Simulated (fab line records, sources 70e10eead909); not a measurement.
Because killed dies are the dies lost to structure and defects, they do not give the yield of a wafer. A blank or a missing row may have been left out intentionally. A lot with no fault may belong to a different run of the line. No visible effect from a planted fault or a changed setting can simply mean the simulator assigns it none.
Comparing a struck lot with a sound one || flow nandHarc || 18 steps out of a route of 1302
Sound: these wafers, L361.2, L361.5, L361.6. Struck: wafers L371.2, L371.4, L371.5. The cause comes at the end.
Order at every step that has rows: each side's tool, ch and its chambers, its first start. Under that, the readings that differ: sound wafers || struck wafers || difference of the means || sigmas: that difference in standard deviations of wafers without a fault.
alike: words and numbers the same on both sides, and readings whose means are apart by under 2 such deviations; not compared: readings that were withheld, readings missing a value for some wafer, numbers with overlapping values and no deviation given by the record, and bounds like >300 which may hide the same value.
A row with sigmas, a row that says differs or no value, or rows on one side alone: a step with any of these is where the two part. When numbers do not overlap yet have no deviation, they are printed without sigmas and do not part them. A reading that every wafer of one side lacks parts them only if that side has two wafers or more.

NHARC_A_SGD_CUT_CD_MEAS_09: target cd 100 nm.
  sound on cdSem-02 ch 0, day 20 18:16; struck on cdSem-01 ch 0, day 25 05:20
  alike: cdNm
NHARC_A_SGD_CUT_OVL_MEAS_10:
  struck on overlay-02, day 25 05:26; sound on overlay-01, day 20 18:20
{"reading": "overlayXNm (nm)", "sound": "0.3 0.3 0.3", "struck": "-2.2 -1.8 -2.0", "difference": -2.3, "sigmas": -2}
  alike: overlayYNm
NHARC_A_SGD_CUT_INSPECT_11:
  struck on defectInspect-02, day 25 05:28; sound on defectInspect-01, day 20 18:23
  alike: rawDefectCount
then, 1 step without rows for these wafers: NHARC_A_SGD_CUT_DESCUM_14 (chemistry O2, time 3 s).
NHARC_A_SGD_CUT_ETCH_58: etches the open film in CF4, target depth 39 nm, time 65 s.
  sound on rieDiel-10 ch 0,2,3, day 20 18:33; struck on rieDiel-05 ch 1,2, day 25 05:37
{"reading": "oesProductAu (a.u.)", "sound": "1.001 0.985 0.978", "struck": "1.021 1.007 1.020", "difference": "+0.028", "sigmas": "+3"}
  alike: drypumpMotorCurrentA, rfVppV, showerheadPlenumPTorr, throttleValvePct
  not compared: rfHoursCounterH
NHARC_A_SGD_CUT_ETCH_59: etches the open film in N2/H2, target depth 260 nm, time 406.25 s.
  sound: rieDiel-10 ch 2,3; struck: rieDiel-05 ch 1,3
{"reading": "oesProductAu (a.u.)", "sound": "0.991 1.006 0.982", "struck": "1.028 1.002 1.022", "difference": "+0.024", "sigmas": "+2"}
  alike: drypumpMotorCurrentA, rfVppV, showerheadPlenumPTorr, throttleValvePct
  not compared: rfHoursCounterH
NHARC_A_SGD_CUT_ETCH_15: etches the open film in CH3F/O2, target depth 75 nm, time 64.3 s.
  sound: rieDiel-10 ch 2,3; struck: rieDiel-05 ch 0,2,3
  alike: drypumpMotorCurrentA, oesProductAu, rfVppV, showerheadPlenumPTorr, throttleValvePct
  not compared: rfHoursCounterH
NHARC_A_SGD_CUT_ETCH_16: etches the open film in C4F8/O2/Ar, target depth 310.5 nm, time 155.2 s.
  sound: rieDiel-10 ch 0,1; struck: rieDiel-05 ch 2,3
{"reading": "rfVppV (V)", "sound": "730 721 730", "struck": "717 720 717", "difference": -9, "sigmas": -2}
  alike: oesProductAu
  not compared: rfHoursCounterH
then, 1 step without rows for these wafers: NHARC_A_SGD_CUT_STRIP_60 (strips in C4F8/O2/Ar).
NHARC_A_SGD_CUT_STRIP_17: strips in O2.
  sound: rieDiel-10 ch 2,3; struck: rieDiel-05 ch 1,2,3
  alike: drypumpMotorCurrentA, oesProductAu, rfVppV, showerheadPlenumPTorr, throttleValvePct
  not compared: rfHoursCounterH
then, 2 steps without rows for these wafers: NHARC_A_SGD_CUT_PRECLEAN_18 (cleans in SC1); NHARC_A_SGD_CUT_SRD_19.
NHARC_A_SGD_CUT_DEP_20: deposits SiO2, target thk 150 nm.
  sound on fcvd-01 ch 0,1, day 20 19:34; struck on fcvd-02 ch 0,1, day 25 06:38
then, 1 step without rows for these wafers: NHARC_A_SGD_CUT_ANNEAL_27 (time 1800 s).
NHARC_A_SGD_CUT_CMP_21: polishes, target thk 148.19 nm.
  sound on cmp-02 ch 1,2, day 21 00:22; struck on cmp-02 ch 1,3, day 25 11:38
{"reading": "timeToEndpointS (s)", "sound": "50 48 51", "struck": "18 17 17", "difference": -32, "sigmas": -10}
  alike: motorCurrentA
NHARC_A_SGD_CUT_THK_MEAS_22: measures by ellipsometry.
  struck on filmMetro-02, day 25 11:54; sound on filmMetro-01, day 21 00:35
{"reading": "thkNm (nm)", "sound": "147.0 147.8 146.5", "struck": "48.3 50.3 49.2", "difference": -97.8, "sigmas": -70}
after that, 1 step had no rows for these wafers: NHARC_A_SGD_CUT_SRD_23.
-- the record jumps here: 5 days lie between the struck wafers' starts before and after (it left off in module A_SGD_CUT and takes up again in module END, whose first step shown is number 1302 of the route) --
NHARC_END_SORT_01:
  at this point the record logs the struck wafers (prober-02 ch 0, day 30 15:43) and has no rows for the sound ones

WHERE THEY PART
First at NHARC_A_SGD_CUT_OVL_MEAS_10; last, within this record, at NHARC_END_SORT_01.

WHY: whatever the simulator had introduced
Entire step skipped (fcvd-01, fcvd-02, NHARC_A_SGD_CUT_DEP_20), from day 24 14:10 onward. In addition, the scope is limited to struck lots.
